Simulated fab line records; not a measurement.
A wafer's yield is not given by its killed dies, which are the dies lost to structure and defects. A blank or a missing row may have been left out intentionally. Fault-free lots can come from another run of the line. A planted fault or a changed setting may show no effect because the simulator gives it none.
fab line records ; flow n5_finfet
[record] lots = 4; wafers = 10; last_day = 17
route steps=1938 shown SDB@374 DUMMY_REMOVAL@377 HKMG_FIN@385 BEOL_M4@1111 PASSIVATION@1936
lots that met no fault: from a run of the same line without faults
start_h: start of the lot's first displayed wafer, in hours after the record's first day ; wait_h: hours since the lot's step before ; " as in the row above ; L1.1+2: one row covering several wafers at once ; - value missing, or start not given ; * or withheld: withheld ; < > ~ a bound
route shown NAME@n: names a module that has steps shown in the file, with the first one's number in the route ; usual: average and standard deviation across the fault-free wafers ; same: alike in all rows ; chamber/n: place in a boat ; sites: per-site readings ; _std_site: the values' standard deviation ; _edge_site: mean of outer sites minus mean of inner sites ; radius_mm: for every site, how far away it sits from the centre of the wafer ; mask NAME#n: copy n ; behind: the tool/chamber that last shaped the wafer ; hold: what put the lot on hold/how long, in hours/how the hold closed ; device: transistor that didn't switch, given as n, p or np ; end of line: tests of these same wafers at the route's end ; a step given without rows: its recipe and nothing more ; killed: dies lost to structure and defects at the first sort, not the wafer's yield ; map: per-die view of a wafer (x killed, . not killed, _ where there is no die)
set.NAME: the setting that was run; set.NAME@STEP: the one run at that earlier step ; model.NAME: the simulator's own value behind a step, which no gauge read
lots seen at some steps along the route; tables by step, rows by wafer
services: the hour from which a tool's chamber was out of use, counted from the record's first day as start_h (under 0 if before that day), plus the number of hours and why
[[steps]]
[step N5_SDB_CMP_30]
[recipe] stop_on = poly-Si; t_overpolish_s = 1.54; post_cmp_clean = alkaline_brush; down_force_psi = 4.1491; platen_rpm = 51.796; pad_velocity_m_s = 1.0306; target_thk_nm = 30
[step N5_DUMMY_REMOVAL_HM_STRIP_01]
[recipe] chemistry = CH3F/O2; material = SiNx; target_depth_a = 40; stop_on = poly-Si; time_s = 6.8; over_etch_frac = 0.3; ion_energy_ev = 60; power_w = 410; bias_w = 29; Ar_flow_sccm = 150; CH3F_flow_sccm = 30; O2_flow_sccm = 20
[step N5_DUMMY_REMOVAL_STRIP_10]
[recipe] chemistry = N2/H2; time_s = 40; power_w = 100; temp_c = 40; pressure_mtorr = 100; rf_frequency_hz = 6e+07; bias_power_w = 3; n2_flow_sccm = 300; h2_flow_sccm = 300
[step N5_DUMMY_REMOVAL_PRECLEAN_07]
[recipe] chemistry = dHF; time_s = 30; temp_c = 25; dilution = withheld
[step N5_DUMMY_REMOVAL_DUMMY_REMOVE_02]
[recipe] chemistry = TMAH; temp_c = 70; target = poly-Si; stop_on = SiO2; target_depth_nm = 142; conc_wt_pct = 5; time_s = 57; dry = ipa_marangoni; rinse_time_s = 30; rinse_temp_c = 23
[step N5_DUMMY_REMOVAL_PRECLEAN_08]
[recipe] chemistry = NF3:NH3; afs_cycles = 2; temp_c = 30; time_s = 20; sublimation_temp_c = 180; sublimation_time_s = 60; pressure_torr = 3; rf_power_w = 30
[step N5_DUMMY_REMOVAL_PRECLEAN_04]
[recipe] chemistry = DHF; time_s = 37; temp_c = 25; dilution = 500:1
[step N5_DUMMY_REMOVAL_SRD_05]
[recipe] dry = ipa_marangoni; do_ppb = 5; time_s = 30; temp_c = 23; rinse_liquid = diw
[step N5_HKMG_FIN_IL_REGROW_00]
[recipe] material = SiO2; target_thk_a = 7.5; chemistry = O3; temp_c = withheld; time_s = 30
[step N5_HKMG_FIN_HK_ALD_01]
[recipe] material = HfO2; target_thk_a = 16; temp_c = withheld; ald_precursor_family = HfCl4; ald_co_reactant = H2O; pulse_time_s = 3; purge_time_s = 3; co_reactant_purge_time_s = 2.5; co_reactant_pulse_time_s = 0.3; ald_cycles = 30
[usual] ald_cycles = 30/0; precursor_pulse_height_rel = 1.001/0.02
lot.wafer;tool;chamber;start_h;wait_h;ald_cycles;precursor_pulse_height_rel
L471.1;ald_hk-02;0;87.23;0.0;30;0.989
L471.2;ald_hk-02;3;87.23;0.0;30;1.027
L471.5;ald_hk-02;1;87.23;0.0;30;1.005
L477.1;ald_hk-02;2;124.79;0.0;30;0.987
L477.5;ald_hk-02;2;124.79;0.0;26;1.004
L481.1;ald_hk-02;0;149.17;0.0;30;1.023
L481.4;ald_hk-02;1;149.17;0.0;26;0.975
L489.1;ald_hk-03;2;196.64;0.0;30;1.036
L489.3;ald_hk-03;1;196.64;0.0;30;1.002
L489.4;ald_hk-03;3;196.64;0.0;30;1.035
[step N5_HKMG_FIN_HK_ANNEAL_02]
[recipe] temp_c = 700; time_s = 30; ambient = N2; idle_temp_c = 600; ramp_up_c_per_s = 150; ramp_down_c_per_s = 60; cool_to_c = 600
[step N5_HKMG_FIN_ALD_74]
[recipe] material = La2O3; target_thk_a = 5; temp_c = 250; ald_precursor_family = La-Cp; ald_co_reactant = O3; pulse_time_s = 6; co_reactant_pulse_time_s = 1; purge_time_s = 3; co_reactant_purge_time_s = 3
[step N5_HKMG_FIN_ALD_75]
[recipe] material = Al2O3; target_thk_a = 10; temp_c = 150; ald_precursor_family = TMA; ald_co_reactant = H2O; pulse_time_s = withheld; co_reactant_pulse_time_s = 1
[step N5_HKMG_FIN_COAT_41]
[recipe] resist = SOC; temp_c = 250; time_s = 60; spin_rpm = 1500; resist_thk_nm = 300
[step N5_HKMG_FIN_COAT_42]
[recipe] resist = SiARC; temp_c = 220; time_s = 60; spin_rpm = 1500; resist_thk_nm = 35
[step N5_HKMG_FIN_COAT_43]
[recipe] resist = CAR-ArF; spin_rpm = 1500; resist_thk_nm = 90
[step N5_HKMG_FIN_EBR_45]
[recipe] solvent = PGMEA; ebr_width_mm = 1.5
[step N5_HKMG_FIN_SOFTBAKE_44]
[recipe] temp_c = 110; time_s = 60; resist = CAR-ArF
[step N5_HKMG_FIN_EXPOSE_46]
[recipe] mask_id = NDIPOLE; na = 1.35; source_shape = conventional; sigma_outer = 0.8; polarization = unpolarized; dose_mj = 40
[step N5_HKMG_FIN_PEB_47]
[recipe] peb_temp_c = withheld; peb_time_s = 60; resist = CAR-ArF
[step N5_HKMG_FIN_DEVELOP_48]
[recipe] develop_time_s = 30; developer = TMAH; resist = CAR-ArF; rinse_liquid = diw; dry = air_spin; dev_temp_c = 23
[step N5_HKMG_FIN_DESCUM_53]
[recipe] chemistry = O2; time_s = 7.9; source_power_w = 50; bias_power_w = 20; pressure_mtorr = 20; rf_frequency_hz = 2.712e+07; temp_c = 40; resist = CAR-ArF; o2_flow_sccm = 225
[step N5_HKMG_FIN_ETCH_54]
[recipe] chemistry = CF4; target = SiARC; target_depth_a = 455; mask_material = CAR-ArF; time_s = 75.8; ion_energy_ev = 80; pressure_mtorr = 40; source_w = 545; bias_w = 36; Ar_flow_sccm = 100; cf4_flow_sccm = 100; ends = cleared
[step N5_HKMG_FIN_ETCH_55]
[recipe] chemistry = N2/H2; target = SOC; target_depth_a = 2400; temp_c = 40; time_s = 300; ion_energy_ev = 200; mask_material = SiARC; pressure_mtorr = 30; source_w = 840; bias_w = 150; n2_flow_sccm = 200; h2_flow_sccm = 200
[step N5_HKMG_FIN_STRIP_56]
[recipe] chemistry = N2/H2; temp_c = 40; n2_flow_sccm = 200; h2_flow_sccm = 200; rf_frequency_hz = 6e+07
[step N5_HKMG_FIN_STRIP_57]
[recipe] chemistry = CF4; resist = SiARC; power_w = 300; bias_power_w = 75; pressure_mtorr = 50; cf4_flow_sccm = 150; rf_frequency_hz = 6e+07
[step N5_HKMG_FIN_ETCH_58]
[recipe] chemistry = N2/H2; target = SOC; target_depth_a = 2158; ion_energy_ev = 50; bias_w = 13; time_s = 741; pressure_mtorr = 30; source_w = 875; n2_flow_sccm = 200; h2_flow_sccm = 200
[step N5_HKMG_FIN_STRIP_93]
[recipe] chemistry = N2/H2; material = SOC; time_s = 20; power_w = 500; temp_c = 40; pressure_mtorr = 50; rf_frequency_hz = 6e+07; bias_power_w = 8; h2_frac = 0.5; n2_flow_sccm = 300; h2_flow_sccm = 300
[step N5_HKMG_FIN_WET_ETCH_76]
[recipe] chemistry = dNH4OH; mix = 1:50; temp_c = 25; target = Al2O3; stop_on = La2O3; target_depth_nm = 2.25; dry = ipa_marangoni; rinse_time_s = 30; rinse_temp_c = 23
[step N5_HKMG_FIN_STRIP_60]
[recipe] chemistry = N2/H2; power_w = 2500; temp_c = 300; h2_frac = 0.65; time_s = 360; pressure_mtorr = withheld; n2_flow_sccm = 1750; h2_flow_sccm = 3250
[step N5_HKMG_FIN_WET_ETCH_77]
[recipe] chemistry = dHCl; mix = 1:10000; temp_c = 25; target = La2O3; stop_on = HfO2; target_depth_nm = 2
[step N5_HKMG_FIN_WET_ETCH_78]
[recipe] chemistry = dNH4OH; mix = 1:50; temp_c = 25; target = Al2O3; stop_on = La2O3; target_depth_nm = 4.5; dry = ipa_marangoni; rinse_time_s = 30; rinse_temp_c = 23
[step N5_HKMG_FIN_ALD_79]
[recipe] material = TiN; target_thk_a = 15; temp_c = 400; ald_precursor_family = TiCl4; ald_co_reactant = NH3; pulse_time_s = 1; purge_time_s = 3; co_reactant_purge_time_s = 2; co_reactant_pulse_time_s = 2; ald_cycles = 68; pressure_torr = 3
[step N5_HKMG_FIN_CVD_62]
[recipe] material = a-Si; target_thk_a = 30; temp_c = 500; precursor = Si2H6; pressure_torr = 1; time_s = 20.8
[step N5_HKMG_FIN_RTA_80]
[recipe] temp_c = withheld; time_s = 2; ambient = N2; idle_temp_c = 600; ramp_up_c_per_s = 150; ramp_down_c_per_s = 60; cool_to_c = 600
[step N5_HKMG_FIN_PRECLEAN_64]
[recipe] chemistry = dHF; time_s = 30; temp_c = 25; dilution = withheld
[step N5_HKMG_FIN_THK_MEAS_70]
[recipe] thk_meas_gauge = xrf; reads = HfO2_of_HKMG_FIN_HK_ALD_01
[usual] HK_THK = 1.580/0.022
lot.wafer;tool;chamber;start_h;wait_h;HK_THK[nm]
L471.1;film_metro-01;-;90.67;0.2;1.578
L471.2;film_metro-01;-;90.67;0.2;1.603
L471.5;film_metro-01;-;90.67;0.2;1.587
L477.1;film_metro-02;-;128.30;0.2;1.581
L477.5;film_metro-02;-;128.30;0.2;1.347
L481.1;film_metro-01;-;152.62;0.2;1.603
L481.4;film_metro-01;-;152.62;0.2;1.387
L489.1;film_metro-02;-;200.37;0.2;1.525
L489.3;film_metro-02;-;200.37;0.2;1.563
L489.4;film_metro-02;-;200.37;0.2;1.573
[step N5_BEOL_M4_RC_MEAS_101]
[usual] DIBL_N = 36.2/2.4; DIBL_P = 36.2/2.6; EOT_N = 10.53/0.11; EOT_P = 10.48/0.11; IGATE_N = 0.0125/0.0023; IGATE_P = 0.0037/0.00067; IOFF_N = 0.16/0.045; IOFF_P = 0.21/0.046; ION_N = 674/17; ION_P = 463/11; SS_N = 71.5/0.77; SS_P = 73.1/0.76; VT_N = 250/3.9; VT_P = -250/3.9
lot.wafer;tool;chamber;start_h;wait_h;DIBL_N[mV/V];DIBL_P[mV/V];EOT_N;EOT_P;IGATE_N[nA/um];IGATE_P[nA/um];IOFF_N[nA/um];IOFF_P[nA/um];ION_N[uA/um];ION_P[uA/um];SS_N[mV/dec];SS_P[mV/dec];VT_N[mV];VT_P[mV]
L471.1;prober-01;0;178.63;0.0;38.9;40.6;10.58;10.45;0.0121;0.0036;0.21;0.28;698;477;72.1;74.6;247;-247
L471.2;prober-01;0;178.63;0.0;40.5;41.5;10.56;10.64;0.0101;0.0030;0.31;0.33;690;467;73.4;74.5;242;-244
L471.5;prober-01;0;178.63;0.0;41.3;43.8;10.49;10.38;0.0134;0.0040;0.30;0.38;712;488;73.2;74.9;242;-243
L477.1;prober-01;0;243.51;0.0;43.0;42.0;10.46;10.47;0.0144;0.0041;0.30;0.27;683;451;74.0;74.6;245;-248
L477.5;prober-01;0;243.51;0.0;35.3;35.3;10.04;9.97;0.0668;0.0190;0.13;0.16;679;456;71.4;73.0;252;-257
L481.1;prober-01;0;251.46;0.0;36.2;35.5;10.48;10.43;0.0144;0.0043;0.18;0.24;696;482;71.6;73.2;245;-246
L481.4;prober-01;0;251.46;0.0;36.5;36.9;10.09;9.91;0.0591;0.0173;0.18;0.26;712;491;71.0;73.5;249;-244
L489.1;prober-01;0;300.31;0.0;39.0;38.5;10.53;10.62;0.0115;0.0035;0.21;0.25;685;467;72.9;73.6;247;-248
L489.3;prober-01;0;300.31;0.0;35.5;35.1;10.41;10.44;0.0132;0.0040;0.13;0.19;651;454;71.0;72.7;254;-248
L489.4;prober-01;0;300.31;0.0;34.2;33.9;10.39;10.42;0.0156;0.0047;0.11;0.17;667;463;71.5;72.8;256;-252
[step N5_PASSIVATION_PROBE_49]
[usual] defect_limited_yield = 91.2/1.4; killed_at_M0_to_M3 = 33/9.5; killed_at_M4_up = 13/4.7; killed_at_contacts = 11/5.3; killed_at_front_end = 42/12; killed_at_other = 5/3.3; killed_dies = 104/17; killed_on_rim = 14/4; killed_open = 67/12; killed_short = 33/7.7; sort_bin_4_leakage = 0.01/0.058; sort_bin_5_function = 5.1/0.94; sort_bin_6_memory = 3.3/0.67; sort_n_pass = 1074/24; sort_yield_pct = 91.1/2
[same] gross_dies = 1180; killed_at_back_side = 0; sort_bin_8_speed[%] = 0
lot.wafer;tool;chamber;start_h;wait_h;defect_limited_yield[%];killed_at_M0_to_M3;killed_at_M4_up;killed_at_contacts;killed_at_front_end;killed_at_other;killed_dies;killed_on_rim;killed_open;killed_short;sort_bin_4_leakage[%];sort_bin_5_function[%];sort_bin_6_memory[%];sort_n_pass;sort_yield_pct[%]
L471.1;prober-01;-;262.16;0.0;92.9;44;6;6;28;0;84;11;55;28;0;4.3;2.7;1096;92.9
L471.2;prober-01;-;262.21;0.1;92.5;42;13;8;24;1;88;8;59;29;0.42;4.2;2.8;1087;92.1
L471.5;prober-01;-;262.36;0.2;89.0;69;15;8;38;0;130;9;85;42;0.08;5.8;4.7;1049;88.9
L477.5;prober-02;-;366.61;0.2;92.7;27;11;4;38;6;86;12;58;25;66.44;3.7;3.5;310;26.3
L481.4;prober-01;-;379.53;1.5;88.1;29;21;9;65;17;141;24;86;48;33.98;6.4;4.3;638;54.1
L489.1;prober-01;-;407.95;0.0;91.4;29;11;6;52;3;101;11;74;27;0;5.0;3.4;1079;91.4
L489.3;prober-01;-;408.05;0.1;90.1;46;12;6;50;3;117;20;75;42;0;5.4;4.2;1063;90.1
L489.4;prober-01;-;408.10;0.2;90.8;30;12;4;62;1;109;13;79;30;0;5.4;3.4;1071;90.8
// killed by level:class
L471.1 BEOL_M0_SAQP:geometric_particle:short=11 BEOL_M0_SAQP:geometric_particle:open=10 BEOL_M3:geometric_particle:open=8 FIN_SAQP:geometric_particle:open=7 BEOL_M2:geometric_particle:open=7 FIN_SAQP:geometric_particle:short=6 DUMMY_GATE:geometric_particle:open=5 MOL_CONTACT_COAG:geometric_particle:open=5
L471.2 BEOL_M0_SAQP:geometric_particle:short=12 BEOL_M1:geometric_particle:open=10 MOL_CONTACT_COAG:geometric_particle:open=8 BEOL_M0_SAQP:geometric_particle:open=7 GATE_CUT:geometric_particle:open=6 BEOL_M3:geometric_particle:open=5 FIN_SAQP:geometric_particle:open=4 STARTING-WAFER:geometric_particle:short=4
L471.5 BEOL_M0_SAQP:geometric_particle:open=21 BEOL_M0_SAQP:geometric_particle:short=13 BEOL_M3:geometric_particle:open=10 BEOL_M2:geometric_particle:open=9 FIN_SAQP:geometric_particle:open=7 GATE_CUT:geometric_particle:open=6 BEOL_M8:geometric_particle:open=6 GATE_CUT:geometric_particle:short=5
L477.5 STI_FIN_REVEAL:geometric_particle:open=13 BEOL_M0_SAQP:geometric_particle:open=6 GATE_CUT:geometric_particle:open=5 BEOL_M0_SAQP:geometric_particle:short=5 BEOL_M1:geometric_particle:open=5 FIN_SAQP:geometric_particle:short=4 MOL_CONTACT_COAG:geometric_particle:open=4 BEOL_M2:geometric_particle:open=4
L481.4 FIN_SAQP:geometric_particle:open=17 BEOL_M3:geometric_particle:open=13 FIN_SAQP:geometric_particle:short=8 STI_FIN_REVEAL:geometric_particle:open=8 MOL_CONTACT_COAG:geometric_particle:open=8 HKMG_FIN:area_etch=6 BEOL_M5:geometric_particle:open=5 BEOL_M4:geometric_particle:open=5
L489.1 FIN_SAQP:geometric_particle:open=27 BEOL_M0_SAQP:geometric_particle:open=9 BEOL_M3:geometric_particle:open=8 FIN_SAQP:geometric_particle:short=5 DUMMY_GATE:geometric_particle:open=5 BEOL_M4:geometric_particle:open=5 MOL_CONTACT_COAG:geometric_particle:open=4 BEOL_M2:geometric_particle:open=4
L489.3 FIN_SAQP:geometric_particle:open=17 BEOL_M3:geometric_particle:open=15 BEOL_M2:geometric_particle:open=9 FIN_SAQP:geometric_particle:short=9 STI_FIN_REVEAL:geometric_particle:open=9 BEOL_M0_SAQP:geometric_particle:short=9 GATE_CUT:geometric_particle:open=5 MOL_CONTACT_COAG:geometric_particle:open=5
L489.4 FIN_SAQP:geometric_particle:open=22 STI_FIN_REVEAL:geometric_particle:open=10 DUMMY_GATE:geometric_particle:open=9 BEOL_M2:geometric_particle:open=8 FIN_SAQP:geometric_particle:short=7 BEOL_M3:geometric_particle:open=7 BEOL_M0_SAQP:geometric_particle:open=7 GATE_CUT:geometric_particle:short=4
// map L477.1 (x killed, . not)
_________________...........x________________
______________...........x......_____________
___________...x..x..x..x..x.....x..__________
__________.........................._________
________.............................._______
_______..................x.............______
______.......x.....x.......xx.......x..x_____
_____x................................x..____
____................x....x................___
___......x..........................x.....x__
___..x...x...................x.............__
__.x......................x..x..........x.x._
__.......x..........x.................x....._
_......x.......x.x...................x.......
_.......x..........x........................x
_........x.xx..................x.............
_x......x..........................x....x.x..
_x...x..........x...x.....x...............x..
_......................x..x...xx.............
_.....x.........x............................
_x..........................xx.....x.........
__....................x.................x..._
__.....x...............x..x................._
___.x...........x............x....x........__
___.x..............x.......................__
____................x..........x.xx.......___
_____.x....x........x.xx...x...x.........____
______.........x................x......._____
_______.x..x...................x.......______
________...............x............x._______
__________...............x...x......_________
___________...........x......x....x__________
______________...x....x..x......_____________
_________________............________________
// map L481.4 (x killed, . not)
_________________x...x.......________________
______________...x.......x.....x_____________
___________x......x.x..............__________
__________.....x...xx......x...x...._________
________..xx.......x.................._______
_______x..x.........x..........x..x....______
______x.......x...............x.......x._____
_____.x....x....x.x.......x.....x........____
____...x.......x..........x...............___
___..........x.............................__
___.....x.......xx.....x..........x...x....__
__.....................xxx..x...x.....x....x_
__.x........x...............x........xx....x_
_.....x....x.................................
_.....................x.........x......x.....
_..x......x..x..........x..x.............x...
_.x...x....x....x.x...x...............x......
_.xx............x....................x......x
_xx..x............x................x...xx....
_....xxx...........x....x.x..x....x..........
_......x..........................x.x.......x
__..................x...x.x...xx......x...x._
__..........x.........x.......x............._
___.....x.............x...x..............x.__
___.........x..x.........................x.__
____....x......x.x.........x.............x___
_____...............x..............x....x____
______....x..........xx...x............x_____
_______..x.............................______
________....xx........x..............x_______
__________...x...x.x................_________
___________..x.x.................x.__________
______________.....x...x......x._____________
_________________..x.........________________
[[services]]
tool;chamber;start_h;hours;kind
ald_hk-03;-;85.90;2.7;repair
ald_hk-03;-;135.81;1.2;pm
ald_hk-02;-;190.77;2.8;pm
[[key]]
[first_sign] step = N5_HKMG_FIN_HK_ALD_01; reading = ald_cycles; direction = down; sigmas = 99+; usual = *; struck = *
[effect] step = N5_HKMG_FIN_THK_MEAS_70; reading = HK_THK; direction = down; sigmas = 9.6; usual = 1.580; struck = 1.367
[effect] step = N5_BEOL_M4_RC_MEAS_101; reading = IGATE_N; direction = up; sigmas = 22; usual = 0.0125; struck = 0.0629
[effect] step = N5_BEOL_M4_RC_MEAS_101; reading = IGATE_P; direction = up; sigmas = 22; usual = 0.0037; struck = 0.0181
[effect] step = N5_BEOL_M4_RC_MEAS_101; reading = EOT_P; direction = down; sigmas = 4.9; usual = 10.48; struck = 9.94
[effect] step = N5_BEOL_M4_RC_MEAS_101; reading = EOT_N; direction = down; sigmas = 4.3; usual = 10.53; struck = 10.06
[effect] step = N5_PASSIVATION_PROBE_49; reading = sort_bin_4_leakage; direction = up; sigmas = 99+; usual = 0.01; struck = 50.21
met_at N5_HKMG_FIN_HK_ALD_01
struck_wafers L477.5,L481.4
onset_between 87.23 124.79
[fault] kind = process_parameter_drift; tool = ald_hk-02; chamber = -; onset_h = 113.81; steps = N5_HKMG_FIN_HK_ALD_01; channel = ald_cycles; offset = *; shape = step; end_h = 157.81; scope = struck_wafers_only; acts_in = *; stated = *
